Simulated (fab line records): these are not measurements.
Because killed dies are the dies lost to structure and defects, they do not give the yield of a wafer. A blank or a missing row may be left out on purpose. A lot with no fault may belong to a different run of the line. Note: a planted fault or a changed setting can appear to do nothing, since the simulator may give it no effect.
Comparing a struck lot with a sound one	flow n5_finfet	15 steps out of a route of 1938
Sound: these wafers, L748.2, L748.5, L748.6. Struck: wafer L754.4 (left out: L754.2, L754.6 of the same lot, which were not struck); the cause appears at the end.
Per side, at each step with rows, come the tool, then ch with its chambers, and then its first start. Under that, the readings that differ: sound wafers	struck wafers	difference of the means	sigmas: that difference in standard deviations of wafers without a fault.
alike: readings whose means differ by less than 2 such deviations, and words and numbers that are the same on both sides. not compared: withheld readings, readings that some wafer has no value for, bounds like >300 that may hide the same value, and numbers for which the record gives no deviation and whose values overlap.
Wherever a step has rows on one side only, a row that says differs or no value, or a row with sigmas, the two part there. Numbers that don't overlap but have no deviation are shown without sigmas and don't part them. A reading that every wafer of one side lacks parts them only if that side has two wafers or more.

first, 1 step without rows for these wafers: N5_BEOL_M7_CURE_75 (cures SiCOH lowk, time 120 s).
N5_BEOL_M7_DEGAS_44: time 60 s.
  sound: pvd_sputter-02 at day 12 07:13; struck: pvd_sputter-02 at day 13 17:05
  alike: heater_power_w
then, 1 step without rows for these wafers: N5_BEOL_M7_PRE_CLEAN_45 (time 30 s).
N5_BEOL_M7_ALD_77: deposits TaN, target thk 2 nm, pulse time 2 s, purge time 3 s.
  sound on ald_metal-03 ch 0,1,2, day 12 07:19; struck on ald_metal-04 ch 2, day 13 17:11
  alike: heater_power_w
then, 2 steps without rows for these wafers: N5_BEOL_M7_SURFACE_TREAT_79; N5_BEOL_M7_CVD_78 (deposits Co from CCTBA/H2, target thk 2 nm, time 142.3 s).
N5_BEOL_M7_SPUTTER_48: material Cu, target thk 10 nm, time 1.667 s.
  sound: pvd_sputter-03 at day 12 07:55; struck: pvd_sputter-03 at day 13 18:07
  alike: chamber_pressure_pa, throttle_valve_pct
then, 1 step without rows for these wafers: N5_BEOL_M7_ECD_50 (material Cu, target thk 300 nm).
N5_BEOL_M7_ANNEAL_51: time 90 s.
  sound on rtp_anneal-01 ch 0, day 12 08:25; struck on rtp_anneal-01 ch 0, day 13 18:22
  alike: wafer_temp_C_max
N5_BEOL_M7_CMP_52: polishes, stops on SiCOH lowk, t overpolish 6.9 s, target thk 80 nm.
  sound on cmp-01 ch 1,2,3, day 12 08:47; struck on cmp-04 ch 1, day 13 18:42
  alike: barrier_field_endpoint_s, motor_current_A, overpolish_run_s, time_to_endpoint_s
N5_BEOL_M7_THK_MEAS_53: measures by xrf.
  sound: film_metro-01 at day 12 08:58; struck: film_metro-01 at day 13 18:55
  alike: M7_THK
then, 1 step without rows for these wafers: N5_BEOL_M7_PRE_CLEAN_55 (time 15 s).
N5_BEOL_M7_DEP_56: deposits SiCN from 3MS/NH3, target thk 10 nm, time 17.5 s.
  sound on pecvd-01 ch 0,1,2, day 12 09:02; struck on pecvd-04 ch 1, day 13 18:59
reading	sound	struck	difference	sigmas
model.SiCN_of_BEOL_M7_DEP_56.thk_nm (nm)	10.2 10 10.4	12.2	+2.0	
  alike: showerhead_plenum_p_Torr, throttle_valve_pct
N5_BEOL_M7_RS_MEAS_57: uses a four-point probe to measure.
  sound: film_metro-02 at day 12 09:06; struck: film_metro-01 at day 13 19:03
  alike: M7_RS
-- the record jumps here: 3 days lie between the struck wafers' starts before and after (it left off in module BEOL_M7 and takes up again in module PASSIVATION, whose first step shown is number 1936 of the route) --
N5_PASSIVATION_PROBE_49:
  only the struck wafers here have rows in the record (prober-01, day 17 03:21); the sound ones have none

== WHERE THEY PART ==
N5_PASSIVATION_PROBE_49 only, going by this record.

WHY: whatever the simulator had introduced
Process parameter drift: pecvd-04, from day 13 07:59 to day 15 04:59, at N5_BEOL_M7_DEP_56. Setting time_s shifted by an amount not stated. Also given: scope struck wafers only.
